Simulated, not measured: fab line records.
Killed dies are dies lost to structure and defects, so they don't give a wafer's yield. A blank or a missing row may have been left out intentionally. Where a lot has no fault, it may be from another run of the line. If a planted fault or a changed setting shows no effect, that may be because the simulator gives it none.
Which tool did it? -- flow nand-harc -- 12 lots with 36 wafers sampled at 5 steps, on a route of 1302 steps

## WHAT THE GAUGES READ, wafer by wafer
NHARC_P_ZERO_WELL_CD_MEAS_37: the cd target is 720 nm. Usual: cd-nm reads 720.4 nm (standard deviation 2.3).
lot,measured,on,cd-nm (nm),flag
L933,day 2 10:13,cd-sem-01,719.1 721.8 720.8,
L934,day 2 20:11,cd-sem-01,722.5 717.9 718.0,
L935,day 3 06:05,cd-sem-01,723.1 717.4 723.8,
L940,day 5 08:14,cd-sem-01,718.8 722.5 722.6,
L945,day 7 10:00,cd-sem-03,720.4 722.3 724.5,
L946,day 7 20:19,cd-sem-03,722.0 722.9 719.4,
L947,day 8 06:26,cd-sem-03,718.7 721.1 716.1,
L948,day 8 16:21,cd-sem-03,720.9 719.6 723.3,
L949,day 9 01:58,cd-sem-02,720.6 717.6 719.0,
L950,day 9 12:01,cd-sem-03,717.7 723.4 719.1,
L953,day 10 18:08,cd-sem-02,717.4 719.7 721.5,
L954,day 11 04:16,cd-sem-03,718.9 720.4 721.9,

NHARC_END_SORT_01. Usual: killed-at-array 55, standard deviation 22; killed-at-other 0.9, standard deviation 1.2; killed-at-periphery 3.6, standard deviation 2.3; killed-dies 60, standard deviation 22; killed-open 3.2, standard deviation 1.9; killed-short 2.5, standard deviation 1.6.
lot,measured,on,killed-at-array,killed-at-other,killed-at-periphery,killed-dies,killed-open,killed-short,flag
L945,day 29 16:19,prober-01,66 71 74,0 0 1,1 2 4,67 73 79,2 5 4,2 1 3,
L946,day 30 08:55,prober-01,46 42 37,0 0 0,1 1 3,47 43 40,1 4 2,2 1 1,
L947,day 30 08:52,prober-02,66 81 71,1 0 0,8 7 7,75 88 78,3 2 2,2 0 3,
L948,day 31 14:01,prober-01,82 54 69,1 2 1,4 1 4,87 57 74,4 0 4,3 2 4,
L949,day 31 14:52,prober-02,53 59 57,4 4 1,4 2 6,61 65 64,4 5 2,0 4 5,
L950,day 32 14:43,prober-01,29 34 39,0 1 0,2 4 3,31 39 42,2 10 6,4 0 8,
L954,day 33 11:38,prober-02,64 62 55,0 0 1,5 5 10,69 67 66,5 5 1,5 4 3,

## WHAT TOOL EACH LOT RAN ON (gives the tool, then ch and the chambers of the sampled wafers, and finally the start)
lot,NHARC_P_ZERO_WELL_ETCH_65,NHARC_P_STI_OXIDE_29,NHARC_P_GATE_ETCH_32
L933,"rie-diel-02 ch 2,3, day 2 07:35","furnace-07 ch 0, day 2 20:32","rie-si-03 ch 0,2,3, day 5 13:52"
L934,"rie-diel-03 ch 0,1,3, day 2 17:32","furnace-04 ch 0, day 3 04:00","rie-si-06 ch 1,2,3, day 5 23:22"
L935,"rie-diel-13 ch 0,1,3, day 3 03:23","furnace-07 ch 0, day 3 16:38","rie-si-03 ch 0,1,3, day 6 12:25"
L940,"rie-diel-02 ch 1,2, day 5 05:35","furnace-04 ch 0, day 5 17:51","rie-si-04 ch 0,1, day 8 12:10"
L945,"rie-diel-02 ch 1,2,3, day 7 07:30","furnace-01 ch 0, day 7 18:28","rie-si-06 ch 0,3, day 10 07:46"
L946,"rie-diel-02 ch 1,3, day 7 17:23","furnace-07 ch 0, day 8 04:31","rie-si-04 ch 0,1, day 11 05:15"
L947,"rie-diel-02 ch 0,2,3, day 8 03:39","furnace-04 ch 0, day 8 14:58","rie-si-06 ch 0,1,2, day 11 05:05"
L948,"rie-diel-13 ch 0,2,3, day 8 13:38","furnace-01 ch 0, day 8 23:49","rie-si-04 ch 0,1,3, day 11 22:04"
L949,"rie-diel-02 ch 0,2,3, day 8 23:29","furnace-01 ch 0, day 9 10:58","rie-si-03 ch 0,1,2, day 12 09:18"
L950,"rie-diel-02 ch 0,2, day 9 09:31","furnace-04 ch 0, day 9 22:02","rie-si-04 ch 0,1,2, day 12 12:13"
L953,"rie-diel-02 ch 0,2, day 10 15:31","furnace-01 ch 0, day 11 02:19","rie-si-06 ch 0,3, day 13 14:58"
L954,"rie-diel-03 ch 0,3, day 11 01:32","furnace-07 ch 0, day 11 11:43","rie-si-03 ch 0,1,3, day 14 09:41"
- NHARC_P_ZERO_WELL_ETCH_65: etches the open film in N2/H2, target depth 80 nm, overetch 24 nm, time 87.88 s.
- NHARC_P_STI_OXIDE_29: material SiO2, target thk 10 nm, ox time 1362 s.
- NHARC_P_GATE_ETCH_32: etches the open film in HBr/Cl2, target depth 150 nm, time 100.1 s.

## AS READ BY THE TOOLS THEMSELVES (means over the sampled wafers that have a number; for cases with no such wafer, the mark the record gives instead)
NHARC_P_ZERO_WELL_ETCH_65. Usual: drypump-motor-current-A 5.84 A, standard deviation 0.26; oes-product-au 0.997 a.u., standard deviation 0.011; rf-vpp-V 430.6 V, standard deviation 2.9; showerhead-plenum-p-Torr 2.04 Torr, standard deviation 0.1; throttle-valve-pct 14.171 %, standard deviation 0.0092.
lot,tool,drypump-motor-current-A (A),oes-product-au (a.u.),rf-vpp-V (V),showerhead-plenum-p-Torr (Torr),throttle-valve-pct (%),flag
L933,rie-diel-02,5.61,0.979,428.0,1.97,14.169,
L934,rie-diel-03,5.89,1.004,432.9,2.14,14.169,
L935,rie-diel-13,5.83,0.990,431.7,2.07,14.172,
L940,rie-diel-02,5.92,0.995,432.4,2.12,14.178,
L945,rie-diel-02,5.76,0.996,430.6,2.05,14.166,
L946,rie-diel-02,5.80,1.007,430.3,2.06,14.172,
L947,rie-diel-02,5.63,1.004,428.0,1.97,14.171,
L948,rie-diel-13,6.06,0.994,429.8,2.03,14.177,
L949,rie-diel-02,5.64,0.994,428.0,1.96,14.173,
L950,rie-diel-02,5.61,0.992,428.2,1.94,14.165,
L953,rie-diel-02,5.61,0.989,427.7,1.95,14.172,
L954,rie-diel-03,5.83,1.000,431.4,2.09,14.165,

NHARC_P_STI_OXIDE_29. Usual: tube-center-temp-C reads 899.99 C (standard deviation 0.073).
lot,tool,tube-center-temp-C (C),flag
L933,furnace-07,900.00,
L934,furnace-04,899.93,
L935,furnace-07,900.02,
L940,furnace-04,899.97,
L945,furnace-01,899.96,
L946,furnace-07,899.95,
L947,furnace-04,899.99,
L948,furnace-01,900.03,
L949,furnace-01,899.95,
L950,furnace-04,899.94,
L953,furnace-01,900.04,
L954,furnace-07,900.00,

NHARC_P_GATE_ETCH_32. Usual: drypump-motor-current-A 5.8 A, standard deviation 0.44; he-backside-leak-sccm 2.79 sccm, standard deviation 0.28; mfc-cl2-sccm 50.01 sccm, standard deviation 0.15; oes-product-au 1.001 a.u., standard deviation 0.013; throttle-valve-pct 26.406 %, standard deviation 0.0084.
lot,tool,drypump-motor-current-A (A),he-backside-leak-sccm (sccm),mfc-cl2-sccm (sccm),oes-product-au (a.u.),throttle-valve-pct (%),flag
L933,rie-si-03,6.2,2.90,49.99,1.013,26.407,
L934,rie-si-06,5.6,2.76,50.06,0.995,26.402,
L935,rie-si-03,5.8,2.84,50.05,1.015,26.408,
L940,rie-si-04,6.0,2.75,49.86,0.996,26.404,
L945,rie-si-06,6.0,2.80,50.01,0.985,26.407,
L946,rie-si-04,6.1,2.50,49.95,1.010,26.412,
L947,rie-si-06,5.5,2.82,50.14,1.003,26.403,
L948,rie-si-04,6.0,2.53,50.09,0.999,26.405,
L949,rie-si-03,6.0,2.85,50.22,1.001,26.397,
L950,rie-si-04,6.0,2.59,50.05,0.988,26.401,
L953,rie-si-06,6.0,2.80,49.94,0.995,26.410,
L954,rie-si-03,5.7,2.96,50.04,0.998,26.406,

## THE ANSWER, worked out from the rows above alone
Rule: a lot is off if the mean of its wafers that have a number lies more than 3 standard deviations from the usual mean. Also off: a lot with no number at a reading for which 4 or more lots have one. The other lots that the step has rows for count as sound. Order of review: gauges by route order, followed by the tools' own readings, for which a lot's mean as printed above is used. The first step at which some lot is off is used, and at that step the reading that is off furthest; a lot without a number counts as furthest.
No lot is off on any of the readings shown, so nothing can be concluded from this.

## WHAT HAD BEEN PUT IN BY THE SIMULATOR
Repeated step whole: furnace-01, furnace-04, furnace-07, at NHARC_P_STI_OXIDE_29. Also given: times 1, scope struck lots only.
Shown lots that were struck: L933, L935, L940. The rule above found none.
